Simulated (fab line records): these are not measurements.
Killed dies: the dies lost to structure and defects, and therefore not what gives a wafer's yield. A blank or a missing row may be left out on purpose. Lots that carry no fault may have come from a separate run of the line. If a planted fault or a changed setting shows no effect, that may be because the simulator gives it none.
Chamber matching | flow nandHarc | rieDiel-09 running NHARC_A_STAIRCASE_TRIM_220: 4 sister chambers
The step chemistry O2, time 211.2 s. 7 wafers are shown with their chamber, then 8 later ones without.

## EACH WAFER AND ITS CHAMBER
wafer  | chamber | showerheadPlenumPTorr (Torr) | rfVppV (V)
L081.3 | 2       | 3.59                         | 57.8
L081.4 | 0       | 3.41                         | 56.5
L081.5 | 1       | 3.54                         | 58.0
L083.1 | 1       | 3.54                         | 58.1
L083.5 | 0       | 3.41                         | 57.4
L083.6 | 3       | 3.65                         | 57.2
L087.1 | 2       | 3.57                         | 58.7

## WAFERS WHOSE CHAMBER IS MISSING
wafer  | showerheadPlenumPTorr (Torr) | rfVppV (V)
L087.5 | 3.57                         | 59.1
L087.6 | 3.63                         | 58.5
L092.3 | 3.39                         | 56.9
L092.4 | 3.63                         | 57.7
L092.5 | 3.52                         | 57.4
L093.2 | 3.57                         | 56.2
L093.3 | 3.52                         | 57.4
L093.5 | 3.57                         | 57.7

## EACH ONE'S CHAMBER
wafer  | from the rows above     | in truth
L087.5 | 2                       | 2
L087.6 | 3                       | 3
L092.3 | 0                       | 0
L092.4 | 3                       | 3
L092.5 | 1                       | 1
L093.2 | can't be placed: 2 or 1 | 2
L093.3 | 1                       | 1
L093.5 | 2                       | 2
Correct placement for 7 of the 8. Unplaceable from these rows: 1, with the true chamber sitting among the candidates in 1. Placed wrongly: 0.
How it was worked out, from the rows above alone: a wafer's distance from a chamber is the root of the sum, over the readings, of the square of ((its reading less the chamber's mean) divided by the reading's scatter). The wafer belongs to the nearest chamber; if the next one is less than 2 further off, it can't be placed. The mean given for a chamber averages the wafers shown for that chamber. The scatter: take each reading less its chamber's mean, square it, sum over the shown wafers, divide by the number of wafers less the number of chambers, and take the root.
